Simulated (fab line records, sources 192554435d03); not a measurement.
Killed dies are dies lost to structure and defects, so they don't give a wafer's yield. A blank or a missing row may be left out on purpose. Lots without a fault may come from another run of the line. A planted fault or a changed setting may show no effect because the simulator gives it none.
Chamber matching | flow n5_finfet | N5_BEOL_M6_DESCUM_16 on rie_diel-03: 4 sister chambers
The step chemistry O2, time 7.9 s. 8 wafers are shown with their chamber, then 7 later ones without.

WAFERS WITH THEIR CHAMBER
wafer  | chamber | throttle_valve_pct (%) | showerhead_plenum_p_Torr (Torr)
L081.5 | 2       | 20.41                  | 1.91
L082.2 | 1       | 20.01                  | 2.11
L082.4 | 0       | 20.44                  | 2.09
L082.5 | 1       | 20.02                  | 2.12
L080.3 | 2       | 20.41                  | 1.91
L080.6 | 3       | 20.71                  | 2.12
L084.1 | 3       | 20.73                  | 2.12
L084.3 | 0       | 20.45                  | 2.08

WAFERS WITHOUT THEIR CHAMBER
wafer  | throttle_valve_pct (%) | showerhead_plenum_p_Torr (Torr)
L084.4 | 20.02                  | 2.11
L086.2 | 20.05                  | 2.11
L086.4 | 20.47                  | 2.08
L086.6 | 20.48                  | 2.08
L088.1 | 20.45                  | 1.90
L088.2 | 20.08                  | 2.11
L088.4 | 20.77                  | 2.11

WHICH CHAMBER EACH WENT THROUGH
wafer  | from the rows above | in truth
L084.4 | 1                   | 1
L086.2 | 1                   | 1
L086.4 | 0                   | 0
L086.6 | 0                   | 0
L088.1 | 2                   | 2
L088.2 | 1                   | 1
L088.4 | 3                   | 3
Placed correctly: 7 of 7. Can't be placed from these rows: 0. Placed wrongly: 0.
How it was worked out, from the rows above alone: a wafer's distance from a chamber is the root of the sum, over the readings, of the square of ((its reading less the chamber's mean) divided by the reading's scatter). The wafer belongs to the nearest chamber; if the next one is less than 2 further off, it can't be placed. A chamber's mean is the mean of its shown wafers. The scatter: the root of (the sum of the squares of (reading less its chamber's mean) over the shown wafers, divided by (wafers less chambers)).
